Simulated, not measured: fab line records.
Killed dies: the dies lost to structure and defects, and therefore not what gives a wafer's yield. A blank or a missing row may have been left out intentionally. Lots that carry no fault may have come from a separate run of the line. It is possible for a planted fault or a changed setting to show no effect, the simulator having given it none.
fab line records	flow n5_finfet
[record] lots = 7	wafers = 39
route steps=1938 shown DUMMY_GATE@234 GATE_CUT@466 BEOL_M4@1067 BEOL_M5@1157 BEOL_M8@1377
start_h: hours from the record's first day to the start of the lot's first wafer shown	wait_h: how many hours have passed since the lot's step before this one	" unchanged from the row above	L1.1+2: a row that stands for several wafers	- no value present, or no start provided	* or withheld: withheld	< > ~ a bound
route shown NAME@n: NAME is a module with steps in the file, n the number in the route of the first one	usual: mean/standard deviation taken from wafers without a fault	same: alike in all rows	chamber/n: place in a boat	sites: the reading at each site	_std_site: the values' standard deviation	_edge_site: the outer-site mean with the inner-site mean subtracted	radius_mm: for every site, how far away it sits from the centre of the wafer	mask NAME#n: copy n	behind: the last tool/chamber to shape the wafer	hold: why the lot was held/for how many hours/how that ended	device: which transistor (n, p or np) failed to switch	end of line: the same wafers' tests at the end of the route	where a step has no rows: the recipe by itself	killed: count of dies lost to structure and defects at first sort (not the wafer's yield)	map: dies across one wafer; x = killed, . = not, _ = none there
set.NAME: setting as actually run; set.NAME@STEP: the setting as run at that earlier step	model.NAME: the simulator's own value behind a step, which no gauge read
one table per step and one row per wafer, for lots whose settings were changed on purpose
[[steps]]
[step N5_DUMMY_GATE_DESCUM_20]
[recipe] chemistry = O2	time_s = 6.2	source_power_w = 50	bias_power_w = 20	pressure_mtorr = 20	rf_frequency_hz = 2.712e+07	temp_c = 40	resist = CAR-EUV	o2_flow_sccm = 225
lot.wafer	tool	chamber	start_h	wait_h	set.time_s	model.CAR-EUV_of_DUMMY_GATE_COAT_09.thk_nm
L083.1+2+4	rie_diel-01	3,0,2	106.00	0.0	6.2	26.4
L083.3+5+6	"	1,1,2	"	"	6.2	26.6
L084.1+4	rie_diel-01	2,1	108.10	0.0	3.177	28
L084.2+3+6	"	3,0,1	"	"	6.2	26.4
L084.5	"	0	"	"	3.177	27.8
L085.1+6	rie_diel-03	1,2	115.10	0.2	6.2	26.6
L085.4	"	3	"	"	6.2	26.4
L086.1+2+3	rie_diel-06	1,2,3	120.89	0.0	8.401	25.4
L086.4+6	"	0	"	"	6.2	26.6
L086.5	"	3	"	"	6.2	26.4
L089.1+6	rie_diel-01	1,2	136.16	0.2	6.2	26.4
L089.2+3+5	"	3,2,1	"	"	3.674	27.6
L089.4	"	3	"	"	6.2	26.2
L091.1+5+6	rie_diel-06	2,2,1	148.82	0.0	4.56	27.2
L091.2+3+4	"	1,0,3	"	"	6.2	26.4
L095.1+3+6	rie_diel-01	0,3,3	171.08	0.1	9.664	24.8
L095.2	"	1	"	"	6.2	26.4
L095.4+5	"	2	"	"	6.2	26.6
[step N5_DUMMY_GATE_ETCH_29]
[recipe] chemistry = N2/H2	target = underlayer	target_depth_a = 130	ion_energy_ev = 200	pressure_mtorr = 30	source_w = 840	bias_w = 150	n2_flow_sccm = 200	h2_flow_sccm = 200
lot.wafer	tool	chamber	start_h	wait_h	set.time_s@DUMMY_GATE_DESCUM_20	model.CAR-EUV_of_DUMMY_GATE_COAT_09.thk_nm
L083.1	rie_diel-01	3	106.07	0.0	6.2	18.6
L083.2+3+4+5+6	"	0,1,2,1,2	"	"	6.2	19
L084.1+5	rie_diel-01	2,0	108.16	0.0	3.177	20.4
L084.2	"	3	"	"	6.2	18.6
L084.3+6	"	0,1	"	"	6.2	19
L084.4	"	1	"	"	3.177	20.6
L085.1	rie_diel-03	1	115.17	0.0	6.2	19
L085.4+6	"	3,2	"	"	6.2	18.8
L086.1+3	rie_diel-06	1,3	120.96	0.0	8.401	18
L086.2	"	2	"	"	8.401	17.6
L086.4+5+6	"	0,3,0	"	"	6.2	19
L089.1	rie_diel-01	1	136.22	0.0	6.2	19
L089.2	"	3	"	"	3.674	19.8
L089.3	"	2	"	"	3.674	20.2
L089.4	"	3	"	"	6.2	18.6
L089.5	"	1	"	"	3.674	20.4
L089.6	"	2	"	"	6.2	18.8
L091.1+5+6	rie_diel-06	2,2,1	148.88	0.0	4.56	19.6
L091.2	"	1	"	"	6.2	18.8
L091.3+4	"	0,3	"	"	6.2	19
L095.1	rie_diel-01	0	171.14	0.0	9.664	17.2
L095.2+4+5	"	1,2,2	"	"	6.2	19
L095.3+6	"	3	"	"	9.664	17
[step N5_DUMMY_GATE_ETCH_36]
[recipe] chemistry = CF4	target = SiARC	target_depth_a = 130	pressure_mtorr = 40	source_w = 545	bias_w = 36	Ar_flow_sccm = 100	cf4_flow_sccm = 100	ion_energy_ev = 80
lot.wafer	tool	chamber	start_h	wait_h	set.time_s@DUMMY_GATE_DESCUM_20	model.CAR-EUV_of_DUMMY_GATE_COAT_09.thk_nm
L083.1	rie_diel-01	3	106.11	0.0	6.2	11
L083.2+3+5	"	0,1,1	"	"	6.2	11.6
L083.4+6	"	2	"	"	6.2	11.4
L084.1+5	rie_diel-01	2,0	108.20	0.0	3.177	13
L084.2	"	3	"	"	6.2	11
L084.3	"	0	"	"	6.2	11.8
L084.4	"	1	"	"	3.177	13.2
L084.6	"	1	"	"	6.2	11.6
L085.1	rie_diel-03	1	115.21	0.0	6.2	11.6
L085.4	"	3	"	"	6.2	11.2
L085.6	"	2	"	"	6.2	11
L086.1+3	rie_diel-06	1,3	121.00	0.0	8.401	10.4
L086.2	"	2	"	"	8.401	10
L086.4	"	0	"	"	6.2	11.4
L086.5+6	"	3,0	"	"	6.2	11.6
L089.1	rie_diel-01	1	136.26	0.0	6.2	11.6
L089.2	"	3	"	"	3.674	12.2
L089.3	"	2	"	"	3.674	12.6
L089.4	"	3	"	"	6.2	10.8
L089.5	"	1	"	"	3.674	13
L089.6	"	2	"	"	6.2	11.4
L091.1+5	rie_diel-06	2	148.92	0.0	4.56	12
L091.2	"	1	"	"	6.2	11.2
L091.3	"	0	"	"	6.2	11.4
L091.4	"	3	"	"	6.2	11.6
L091.6	"	1	"	"	4.56	11.8
L095.1	rie_diel-01	0	171.18	0.0	9.664	9.6
L095.2+4+5	"	1,2,2	"	"	6.2	11.6
L095.3+6	"	3	"	"	9.664	9.2
[step N5_GATE_CUT_ETCH_56]
[recipe] chemistry = Cl2/Ar	target = TiN	target_depth_a = 216	pressure_mtorr = 10	icp_w = 600	bias_w = 60	Cl2_flow_sccm = 40	Ar_flow_sccm = 60
lot.wafer	tool	chamber	start_h	wait_h	set.target_depth_a	model.etch.depth_nm
L083.1	rie_metal-03	0	139.23	0.1	216	21.22
L083.2	"	1	"	"	216	21.48
L083.3	"	0	"	"	216	21.24
L083.4	"	1	"	"	93.89	9.363
L083.5	"	0	"	"	93.89	9.217
L083.6	"	1	"	"	93.89	9.303
L084.1	rie_metal-01	0	141.22	0.1	216	22.02
L084.2	"	1	"	"	216	22.19
L084.3	"	0	"	"	216	22.05
L084.4	"	1	"	"	216	22.09
L084.5	"	1	"	"	216	22.22
L084.6	"	0	"	"	216	21.95
L085.1	rie_metal-01	0	148.24	0.1	216	21.87
L085.4	"	0	"	"	216	22.06
L085.6	"	0	"	"	216	21.96
L086.1	rie_metal-02	0	153.89	0.1	216	21.32
L086.2	"	1	"	"	216	21.76
L086.3	"	0	"	"	216	21.17
L086.4	"	1	"	"	216	21.62
L086.5	"	1	"	"	216	21.59
L086.6	"	0	"	"	216	21.53
L089.1	rie_metal-01	1	170.34	0.1	216	22.22
L089.2	"	0	"	"	121.3	12.4
L089.3	"	0	"	"	216	21.93
L089.4	"	1	"	"	121.3	12.49
L089.5	"	1	"	"	216	22.19
L089.6	"	0	"	"	121.3	12.47
L091.1	rie_metal-02	1	180.61	0.1	252.8	25.67
L091.2	"	0	"	"	252.8	25.34
L091.3	"	1	"	"	252.8	25.53
L091.4	"	0	"	"	216	21.69
L091.5	"	0	"	"	216	21.54
L091.6	"	1	"	"	216	21.89
L095.1	rie_metal-02	1	206.88	0.1	216	21.79
L095.2	"	0	"	"	216	21.41
L095.3	"	1	"	"	216	21.81
L095.4	"	0	"	"	216	21.34
L095.5	"	1	"	"	216	21.5
L095.6	"	0	"	"	216	21.17
[step N5_BEOL_M4_VIA_ETCH_34]
[recipe] chemistry = C4F6/O2	target_depth_a = 694	mask_material = SOC	pressure_mtorr = 15	ion_energy_ev = 250	taper_deg = 4	time_s = 65.9	source_w = 350	bias_w = 170	Ar_flow_sccm = 300	C4F6_flow_sccm = 10	O2_flow_sccm = 10
lot.wafer	tool	chamber	start_h	wait_h	set.target_depth_a	model.etch.depth_nm	model.SOC_of_BEOL_M4_COAT_67.thk_nm
L083.1	rie_diel-02	2	307.11	0.0	694	69.27	51.6
L083.2	"	3	"	"	694	67.96	52
L083.3	"	1	"	"	1043	104.3	47.4
L083.4	"	0	"	"	694	68.38	51.6
L083.5	"	2	"	"	1043	104.1	47.8
L083.6	"	3	"	"	1043	101.7	48
L084.1	rie_diel-05	2	318.00	0.0	694	70.38	51.6
L084.2	"	0	"	"	694	68.67	52
L084.3	"	3	"	"	946.6	92.01	49.2
L084.4	"	1	"	"	946.6	94.51	48.8
L084.5	"	0	"	"	694	67.95	52
L084.6	"	1	"	"	946.6	93.91	48.8
L085.1	rie_diel-04	2	318.25	0.0	694	70.39	51.8
L085.4	"	3	"	"	694	70.5	52
L085.6	"	3	"	"	694	70.4	51.8
L086.1	rie_diel-04	1	330.71	0.0	694	69.07	52
L086.2	"	2	"	"	694	71.2	51.8
L086.3	"	0	"	"	694	71.62	51.6
L086.4	"	3	"	"	694	70.86	51.8
L086.5	"	0	"	"	694	71.4	51.6
L086.6	"	1	"	"	694	68.99	52
L095.1	rie_diel-02	3	363.41	0.0	694	67.37	52.4
L095.2	"	2	"	"	694	68.08	52.2
L095.3	"	1	"	"	694	67.84	52.2
L095.4	"	0	"	"	694	67.55	52.2
L095.5	"	2	"	"	694	68.61	52.2
L095.6	"	1	"	"	694	68.33	52.2
L091.1	rie_diel-02	3	372.33	0.0	1051	103.1	48
L091.2	"	1	"	"	694	68.94	52
L091.3	"	2	"	"	694	69.9	52
L091.4	"	3	"	"	1051	103	48
L091.5	"	1	"	"	1051	104	47.8
L091.6	"	2	"	"	694	69.07	52.4
L089.1	rie_diel-04	1	386.95	0.0	543.3	54.24	53.8
L089.2	"	0	"	"	543.3	55.61	53.6
L089.3	"	2	"	"	694	70.58	51.8
L089.4	"	0	"	"	694	70.62	51.8
L089.5	"	2	"	"	543.3	55.68	53.6
L089.6	"	1	"	"	694	68.9	52.2
[step N5_BEOL_M5_VIA_ETCH_34]
[recipe] chemistry = C4F6/O2	target = SiCOH_lowk	target_depth_a = 883	mask_material = SOC	taper_deg = 4	time_s = 39.2	ion_energy_ev = 250	pressure_mtorr = 30	source_w = 345	bias_w = 185	Ar_flow_sccm = 300	C4F6_flow_sccm = 10	O2_flow_sccm = 10
lot.wafer	tool	chamber	start_h	wait_h	set.target_depth_a	model.etch.depth_nm	model.SOC_of_BEOL_M5_COAT_65.thk_nm
L083.1	rie_diel-06	2	317.93	0.0	883	89.38	55.8
L083.2	"	0	"	"	508.6	50.25	57.6
L083.3	"	1	"	"	883	88.86	55.6
L083.4	"	2	"	"	508.6	51.01	57.6
L083.5	"	0	"	"	883	86.53	55.8
L083.6	"	1	"	"	508.6	51.72	57.4
L084.1	rie_diel-06	2	325.59	0.0	1366	136.8	53.4
L084.2	"	0	"	"	883	86.32	55.8
L084.3	"	1	"	"	883	89.3	55.8
L084.4	"	3	"	"	1366	137	53.6
L084.5	"	1	"	"	883	87.8	55.8
L084.6	"	2	"	"	1366	136.3	53.4
L085.1	rie_diel-06	1	330.55	0.0	883	87.91	56
L085.4	"	2	"	"	883	87.11	56.2
L085.6	"	1	"	"	883	88.37	56
L086.1	rie_diel-06	3	342.19	0.0	1361	137.1	53.6
L086.2	"	1	"	"	883	88.43	55.8
L086.3	"	2	"	"	883	88.64	55.6
L086.4	"	0	"	"	1361	134.5	53.4
L086.5	"	3	"	"	883	87.78	55.6
L086.6	"	0	"	"	1361	133.9	53.6
L095.1	rie_diel-01	0	375.73	0.0	1061	107	55
L095.2	"	3	"	"	1061	108.9	54.8
L095.3	"	1	"	"	883	88.28	55.6
L095.4	"	2	"	"	883	88.28	56
L095.5	"	3	"	"	883	90.01	55.8
L095.6	"	0	"	"	1061	107.9	55
L091.1	rie_diel-03	0	381.36	0.0	1333	132.3	54
L091.2	"	1	"	"	883	88.57	56
L091.3	"	3	"	"	883	88.22	56.2
L091.4	"	0	"	"	883	88.32	56
L091.5	"	3	"	"	1333	133	54
L091.6	"	1	"	"	1333	133.5	54
L089.1	rie_diel-03	0	398.93	0.0	883	87.12	56
L089.2	"	1	"	"	883	87.74	56.2
L089.3	"	3	"	"	883	87.07	56.2
L089.4	"	2	"	"	883	88.18	56
L089.5	"	0	"	"	883	87.73	56
L089.6	"	3	"	"	883	86.74	56
[step N5_BEOL_M8_TRENCH_ETCH_37]
[recipe] chemistry = C4F6/O2	target_depth_a = 934.78	target = SiCOH_lowk	time_s = 31.2	ion_energy_ev = 250	pressure_mtorr = 30	source_w = 345	bias_w = 185	Ar_flow_sccm = 300	C4F6_flow_sccm = 10	O2_flow_sccm = 10
lot.wafer	tool	chamber	start_h	wait_h	set.time_s	model.BEOL_M8.feature_depth_nm	model.etch.depth_nm	model.TiN_of_BEOL_M8_HM_DEP_02.thk_nm
L083.1	rie_diel-04	0	-	-	38.53	116.8	116.7	17
L083.2	"	1	"	"	31.2	90.8	90.83	17.6
L083.3	"	2	"	"	31.2	93.2	93.21	17.6
L083.4	"	3	"	"	31.2	94	93.91	17.4
L083.5	"	1	"	"	38.53	112.4	112.3	16.8
L083.6	"	0	"	"	38.53	117.4	117.3	17
L084.1	rie_diel-02	0	-	-	31.2	92	92.09	17.4
L084.2	"	1	"	"	31.2	92.8	92.88	17.4
L084.3	"	2	"	"	31.2	93	93.04	17.4
L084.4	"	3	"	"	31.2	90.8	90.75	17.6
L084.5	"	0	"	"	31.2	92	91.92	17.2
L084.6	"	1	"	"	31.2	92.8	92.79	17.4
L085.1	rie_diel-04	2	-	-	31.2	94.8	94.83	17.2
L085.4	"	0	"	"	31.2	95.6	95.65	17.4
L085.6	"	0	"	"	31.2	95.6	95.61	17.4
L086.1	rie_diel-05	1	-	-	36.01	108	108.1	17
L086.2	"	2	"	"	36.01	107.8	107.8	17
L086.3	"	3	"	"	31.2	91.2	91.29	17.4
L086.4	"	0	"	"	31.2	92.8	92.76	17.4
L086.5	"	2	"	"	31.2	94	93.91	17.2
L086.6	"	1	"	"	36.01	108.4	108.5	16.8
L095.1	rie_diel-04	3	-	-	31.2	95.4	95.49	17.2
L095.2	"	2	"	"	31.2	94.8	94.78	17.2
L095.3	"	1	"	"	31.2	92.8	92.77	17.2
L095.4	"	2	"	"	31.2	95.6	95.61	17
L095.5	"	1	"	"	31.2	92	91.99	17.4
L095.6	"	3	"	"	31.2	95.2	95.19	17
L091.1	rie_diel-05	2	-	-	31.2	93.4	93.41	17.4
L091.2	"	0	"	"	31.2	93.2	93.23	17.2
L091.3	"	1	"	"	31.2	93.8	93.88	17.2
L091.4	"	2	"	"	40.16	121.8	121.8	16.4
L091.5	"	0	"	"	40.16	119.2	119.1	16.2
L091.6	"	1	"	"	40.16	119.6	119.6	16.4
L089.1	rie_diel-02	3	-	-	31.2	89.6	89.68	17.4
L089.2	"	2	"	"	38.04	110.8	110.8	17
L089.3	"	1	"	"	31.2	91	90.91	17.2
L089.4	"	0	"	"	31.2	93.4	93.33	17.2
L089.5	"	3	"	"	38.04	108.4	108.4	17
L089.6	"	0	"	"	38.04	112.6	112.5	16.6
[step N5_BEOL_M8_ETCH_41]
[recipe] chemistry = CH3F/O2	target = SiCN	target_depth_a = 319	taper_deg = 2	time_s = 57.8	ion_energy_ev = 120	mask_material = TiN	pressure_mtorr = 30	source_w = 395	bias_w = 75	Ar_flow_sccm = 150	CH3F_flow_sccm = 30	O2_flow_sccm = 20
[step N5_BEOL_M8_STRIP_80]
[recipe] chemistry = N2/H2	time_s = 10	power_w = 450	temp_c = 40	pressure_mtorr = 20	rf_frequency_hz = 6e+07	bias_power_w = 7	n2_flow_sccm = 200	h2_flow_sccm = 200
[step N5_BEOL_M8_OCD_MEAS_38]
[usual] trench_depth_nm = 93.1/1.5
lot.wafer	tool	chamber	start_h	wait_h	set.time_s@BEOL_M8_TRENCH_ETCH_37	trench_depth_nm
L083.1	ocd-01	-	352.60	-	38.53	117.3
L083.2	"	-	"	"	31.2	91.1
L083.3	"	-	"	"	31.2	93.4
L083.4	"	-	"	"	31.2	94.1
L083.5	"	-	"	"	38.53	112.4
L083.6	"	-	"	"	38.53	117.7
L084.1	ocd-01	-	352.88	-	31.2	92.3
L084.2	"	-	"	"	31.2	93.1
L084.3	"	-	"	"	31.2	93.3
L084.4	"	-	"	"	31.2	90.7
L084.5	"	-	"	"	31.2	91.7
L084.6	"	-	"	"	31.2	93.1
L085.1	ocd-01	-	360.85	-	31.2	94.6
L085.4	"	-	"	"	31.2	95.2
L085.6	"	-	"	"	31.2	95.6
L086.1	ocd-02	-	372.39	-	36.01	108.0
L086.2	"	-	"	"	36.01	107.4
L086.3	"	-	"	"	31.2	91.0
L086.4	"	-	"	"	31.2	93.1
L086.5	"	-	"	"	31.2	93.9
L086.6	"	-	"	"	36.01	108.5
L095.1	ocd-02	-	408.67	-	31.2	95.3
L095.2	"	-	"	"	31.2	94.9
L095.3	"	-	"	"	31.2	93.1
L095.4	"	-	"	"	31.2	95.4
L095.5	"	-	"	"	31.2	92.1
L095.6	"	-	"	"	31.2	94.9
L091.1	ocd-02	-	415.00	-	31.2	92.8
L091.2	"	-	"	"	31.2	93.5
L091.3	"	-	"	"	31.2	94.6
L091.4	"	-	"	"	40.16	121.6
L091.5	"	-	"	"	40.16	119.2
L091.6	"	-	"	"	40.16	119.6
L089.1	ocd-02	-	432.71	-	31.2	89.5
L089.2	"	-	"	"	38.04	110.8
L089.3	"	-	"	"	31.2	90.9
L089.4	"	-	"	"	31.2	93.3
L089.5	"	-	"	"	38.04	108.5
L089.6	"	-	"	"	38.04	112.4
[step N5_BEOL_M8_HM_STRIP_39]
[recipe] chemistry = peroxide_tin_strip	material = TiN	target_depth_a = 250	temp_c = 50	time_s = 158
[step N5_BEOL_M8_SRD_40]
[recipe] time_s = 30	temp_c = 23	rinse_liquid = diw	dry = ipa_marangoni
[step N5_BEOL_M8_ECD_50]
[recipe] material = Cu	target_thk_a = 3000
[step N5_BEOL_M8_ANNEAL_51]
[recipe] temp_c = 225	time_s = 90	ambient = N2
[step N5_BEOL_M8_CMP_52]
[recipe] stop_on = SiCOH_lowk	t_overpolish_s = 6.9	down_force_psi = 1	platen_rpm = 50	clearing_platen_down_force_psi = 1.5	clearing_platen_rpm = 50	post_cmp_clean = cu_alkaline	target_thk_nm = 80	clearing_platen_pad_velocity_m_s = 0.99484	pad_velocity_m_s = 0.99484
lot.wafer	tool	chamber	start_h	wait_h	set.time_s@BEOL_M8_TRENCH_ETCH_37	model.Cu_of_BEOL_M8_ECD_50.thk_nm
L083.2	cmp-04	2	354.54	0.2	31.2	78.2
L083.1	"	3	"	"	38.53	103.2
L083.4	"	0	"	"	31.2	82.4
L083.3	"	1	"	"	31.2	80.8
L083.6	"	2	"	"	38.53	105.4
L083.5	"	3	"	"	38.53	99.8
L084.2	cmp-03	1	356.22	0.4	31.2	77.8
L084.3	"	2	"	"	31.2	78
L084.1+6	"	3,1	"	"	31.2	77.2
L084.4	"	0	"	"	31.2	76.8
L084.5	"	2	"	"	31.2	77.4
L085.1	cmp-04	3	364.60	0.3	31.2	81.6
L085.4	"	1	"	"	31.2	82.8
L085.6	"	3	"	"	31.2	82.4
L086.1+2+6	cmp-02	3,2,0	374.07	0.3	36.01	93.8
L086.4	"	0	"	"	31.2	78.8
L086.3	"	1	"	"	31.2	78
L086.5	"	3	"	"	31.2	79.4
L095.1	cmp-03	0	411.97	0.4	31.2	83.2
L095.3	"	1	"	"	31.2	81.8
L095.2	"	2	"	"	31.2	82.2
L095.4	"	3	"	"	31.2	82.8
L095.5	"	0	"	"	31.2	78.4
L095.6	"	1	"	"	31.2	83.6
L091.3	cmp-04	2	417.69	0.2	31.2	79.2
L091.1	"	3	"	"	31.2	80
L091.2	"	0	"	"	31.2	77.8
L091.4	"	1	"	"	40.16	108.2
L091.6+5	"	2,3	"	"	40.16	105.8
L089.1	cmp-04	0	435.20	0.3	31.2	76.2
L089.2	"	1	"	"	38.04	98.2
L089.4	"	2	"	"	31.2	80.4
L089.3	"	3	"	"	31.2	76.8
L089.6	"	0	"	"	38.04	98.6
L089.5	"	1	"	"	38.04	95.2
[step N5_BEOL_M8_THK_MEAS_53]
[recipe] thk_meas_gauge = xrf	reads = Cu_of_BEOL_M8_ECD_50
[usual] M8_THK = 78.8/2
lot.wafer	tool	chamber	start_h	wait_h	set.time_s@BEOL_M8_TRENCH_ETCH_37	M8_THK[nm]
L083.1	film_metro-02	-	354.83	-	38.53	102.7
L083.2	"	-	"	"	31.2	77.8
L083.3	"	-	"	"	31.2	80.0
L083.4	"	-	"	"	31.2	81.9
L083.5	"	-	"	"	38.53	99.1
L083.6	"	-	"	"	38.53	104.3
L084.1	film_metro-02	-	356.51	-	31.2	77.0
L084.2	"	-	"	"	31.2	77.6
L084.3	"	-	"	"	31.2	77.9
L084.4	"	-	"	"	31.2	76.8
L084.5	"	-	"	"	31.2	77.0
L084.6	"	-	"	"	31.2	77.1
L085.1	film_metro-02	-	364.86	-	31.2	80.5
L085.4	"	-	"	"	31.2	81.4
L085.6	"	-	"	"	31.2	80.8
L086.1	film_metro-02	-	374.36	-	36.01	93.2
L086.2	"	-	"	"	36.01	92.9
L086.3	"	-	"	"	31.2	77.2
L086.4	"	-	"	"	31.2	77.5
L086.5	"	-	"	"	31.2	78.9
L086.6	"	-	"	"	36.01	92.6
L095.1	film_metro-02	-	412.26	-	31.2	82.8
L095.2	"	-	"	"	31.2	81.2
L095.3	"	-	"	"	31.2	81.0
L095.4	"	-	"	"	31.2	82.2
L095.5	"	-	"	"	31.2	77.9
L095.6	"	-	"	"	31.2	83.0
L091.1	film_metro-02	-	417.98	-	31.2	79.4
L091.2	"	-	"	"	31.2	77.0
L091.3	"	-	"	"	31.2	77.9
L091.4	"	-	"	"	40.16	106.7
L091.5	"	-	"	"	40.16	104.3
L091.6	"	-	"	"	40.16	104.5
L089.1	film_metro-02	-	435.49	-	31.2	75.6
L089.2	"	-	"	"	38.04	97.5
L089.3	"	-	"	"	31.2	76.5
L089.4	"	-	"	"	31.2	79.6
L089.5	"	-	"	"	38.04	94.4
L089.6	"	-	"	"	38.04	97.3
[step N5_BEOL_M8_PRE_CLEAN_55]
[recipe] gas = NH3	time_s = 15	temp_c = withheld	rf_power_w = 300
[step N5_BEOL_M8_DEP_56]
[recipe] material = SiCN	target_thk_a = 100	temp_c = withheld	precursor = 3MS/NH3	pressure_torr = 3	rf_w = 202	time_s = 17.5
[step N5_BEOL_M8_RS_MEAS_57]
[recipe] thk_meas_gauge = four-point-probe	reads = Cu_of_BEOL_M8_ECD_50+Co_of_BEOL_M8_CVD_78+TaN_of_BEOL_M8_ALD_77
[usual] M8_RS = 0.287/0.0086
lot.wafer	tool	chamber	start_h	wait_h	set.time_s@BEOL_M8_TRENCH_ETCH_37	M8_RS[ohm/sq]
L083.1	film_metro-01	-	354.97	0.1	38.53	0.213
L083.2	"	-	"	"	31.2	0.294
L083.3	"	-	"	"	31.2	0.283
L083.4	"	-	"	"	31.2	0.277
L083.5	"	-	"	"	38.53	0.222
L083.6	"	-	"	"	38.53	0.208
L084.1	film_metro-01	-	356.64	0.1	31.2	0.298
L084.2	"	-	"	"	31.2	0.296
L084.3	"	-	"	"	31.2	0.295
L084.4	"	-	"	"	31.2	0.300
L084.5	"	-	"	"	31.2	0.298
L084.6	"	-	"	"	31.2	0.299
L085.1	film_metro-02	-	364.99	0.1	31.2	0.279
L085.4	"	-	"	"	31.2	0.274
L085.6	"	-	"	"	31.2	0.276
L086.1	film_metro-02	-	374.49	0.1	36.01	0.238
L086.2	"	-	"	"	36.01	0.238
L086.3	"	-	"	"	31.2	0.294
L086.4	"	-	"	"	31.2	0.291
L086.5	"	-	"	"	31.2	0.288
L086.6	"	-	"	"	36.01	0.238
L095.1	film_metro-01	-	412.39	0.1	31.2	0.274
L095.2	"	-	"	"	31.2	0.277
L095.3	"	-	"	"	31.2	0.279
L095.4	"	-	"	"	31.2	0.275
L095.5	"	-	"	"	31.2	0.293
L095.6	"	-	"	"	31.2	0.272
L091.1	film_metro-02	-	418.12	0.1	31.2	0.286
L091.2	"	-	"	"	31.2	0.295
L091.3	"	-	"	"	31.2	0.289
L091.4	"	-	"	"	40.16	0.202
L091.5	"	-	"	"	40.16	0.207
L091.6	"	-	"	"	40.16	0.207
L089.1	film_metro-02	-	435.62	0.1	31.2	0.302
L089.2	"	-	"	"	38.04	0.226
L089.3	"	-	"	"	31.2	0.299
L089.4	"	-	"	"	31.2	0.284
L089.5	"	-	"	"	38.04	0.233
L089.6	"	-	"	"	38.04	0.225
[[key]]
[split] step = N5_DUMMY_GATE_DESCUM_20	setting = time_s	stated = 6.2	by = wafer
[response] step = N5_DUMMY_GATE_DESCUM_20	reading = model.CAR-EUV_of_DUMMY_GATE_COAT_09.thk_nm	change = -0.0312	per = 1%	r = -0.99
[response] step = N5_DUMMY_GATE_ETCH_29	reading = model.CAR-EUV_of_DUMMY_GATE_COAT_09.thk_nm	change = -0.0327	per = 1%	r = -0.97
[response] step = N5_DUMMY_GATE_ETCH_36	reading = model.CAR-EUV_of_DUMMY_GATE_COAT_09.thk_nm	change = -0.0349	per = 1%	r = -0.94
[split] step = N5_GATE_CUT_ETCH_56	setting = target_depth_a	stated = 216	by = wafer
[response] step = N5_GATE_CUT_ETCH_56	reading = model.etch.depth_nm	change = +0.216	per = 1%	r = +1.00
[split] step = N5_BEOL_M4_VIA_ETCH_34	setting = target_depth_a	stated = 694	by = wafer
[response] step = N5_BEOL_M4_VIA_ETCH_34	reading = model.etch.depth_nm	change = +0.677	per = 1%	r = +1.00
[response] step = N5_BEOL_M4_VIA_ETCH_34	reading = model.SOC_of_BEOL_M4_COAT_67.thk_nm	change = -0.0806	per = 1%	r = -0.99
[split] step = N5_BEOL_M5_VIA_ETCH_34	setting = target_depth_a	stated = 883	by = wafer
[response] step = N5_BEOL_M5_VIA_ETCH_34	reading = model.etch.depth_nm	change = +0.881	per = 1%	r = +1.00
[response] step = N5_BEOL_M5_VIA_ETCH_34	reading = model.SOC_of_BEOL_M5_COAT_65.thk_nm	change = -0.0412	per = 1%	r = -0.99
[split] step = N5_BEOL_M8_TRENCH_ETCH_37	setting = time_s	stated = 31.2	by = wafer
[response] step = N5_BEOL_M8_TRENCH_ETCH_37	reading = model.BEOL_M8.feature_depth_nm	change = +0.938	per = 1%	r = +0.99
[response] step = N5_BEOL_M8_TRENCH_ETCH_37	reading = model.etch.depth_nm	change = +0.937	per = 1%	r = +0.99
[response] step = N5_BEOL_M8_TRENCH_ETCH_37	reading = model.TiN_of_BEOL_M8_HM_DEP_02.thk_nm	change = -0.0267	per = 1%	r = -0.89
[response] step = N5_BEOL_M8_OCD_MEAS_38	reading = trench_depth_nm	change = +0.935	per = 1%	r = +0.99
[response] step = N5_BEOL_M8_CMP_52	reading = model.Cu_of_BEOL_M8_ECD_50.thk_nm	change = +0.944	per = 1%	r = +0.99
[response] step = N5_BEOL_M8_THK_MEAS_53	reading = M8_THK	change = +0.931	per = 1%	r = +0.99
[response] step = N5_BEOL_M8_RS_MEAS_57	reading = M8_RS	change = -0.00305	per = 1%	r = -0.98
